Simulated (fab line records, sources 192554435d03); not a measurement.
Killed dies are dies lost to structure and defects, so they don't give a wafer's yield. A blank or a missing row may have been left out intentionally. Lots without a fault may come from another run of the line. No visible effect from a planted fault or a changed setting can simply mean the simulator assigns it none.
Problem report, 8D (eight disciplines) form, completed by code -- flow n5Finfet -- the parts of the form that need people (team, actions taken, sign-off) are left out

## 1. WHAT IS WRONG
Wafers without a fault read 226.32, standard deviation 0.29; wafer_temp_C_max at N5_BEOL_M15_ANNEAL_48 reads a mean of 235.63 on 9 wafers belonging to 3 lots. That puts it +32 standard deviations away from the usual mean.
The step: time 90 s.
First observed at day 13 20:48: wafer L489.1, on rtpAnneal-02. The record holds 37 wafers of 13 lots with a number at this step. By rule, "out" or "out of limits" means more than 4 standard deviations away from the usual mean. The rest of the wafers with a number are treated as sound.

## 2. WHAT IT IS, AND WHAT IT ISN'T
question,is,is not
which readings at this step,wafer_temp_C_max,-
which lots,"L488, L489, L491","L481, L482, L483, L485, L486, L487, L490, L492, L501, L502"
which wafers of those lots,all that have a number,-
read on which tools,rtpAnneal-02,rtpAnneal-01
when,from day 13 20:48,"up to then (17 sound wafers); but 11 sound wafers of L490, L492, L501, L502 came after"

## 3. SUSPECTS, AND WHAT RULES EACH OUT
Counting: a tool stays on the suspect list if, at a process step up to the reading, it processed all lots that are out and no sound lot following the first of them.
- pvdSputter-02 at N5_BEOL_M15_DEGAS_41 (time 60 s): ruled out as a lasting fault. The sound lots L490, L501 went through it after L489, its earliest lot that is out (day 13 20:12).
- rtpAnneal-02 at N5_BEOL_M15_ANNEAL_48 (time 90 s): ruled out as a lasting fault. The sound lots L502, L501 went through it after L489, its earliest lot that is out (day 13 20:48).
Left after counting: nothing in the record.

## 4. THE CAUSE (what the simulator had put in)
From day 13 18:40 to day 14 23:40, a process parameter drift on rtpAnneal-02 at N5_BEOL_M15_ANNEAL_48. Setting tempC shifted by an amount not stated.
Counting ruled it out, wrongly.

## 5. THE CHAIN OF EFFECTS, in route order
Each row: a reading whose mean over the struck wafers that have a number lies more than 3 standard deviations from the usual. Only readings whose record carries a usual standard deviation are examined. hours: median over the lots of the time between each lot's start at the first step of this table that gives one and its start at this step. sigmas: the change, counted in usual standard deviations.
hours,step,reading,usual,on struck wafers,change,sigmas
0,N5_BEOL_M15_ANNEAL_48,wafer_temp_C_max,226.32,235.63,+9.31,+32
The process steps in it:
- N5_BEOL_M15_ANNEAL_48: time 90 s.

## 6. WHAT WOULD HAVE CAUGHT IT SOONER
2 hours passed between the start of the fault at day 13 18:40 and the first reading out of limits in this record, taken at day 13 20:48.
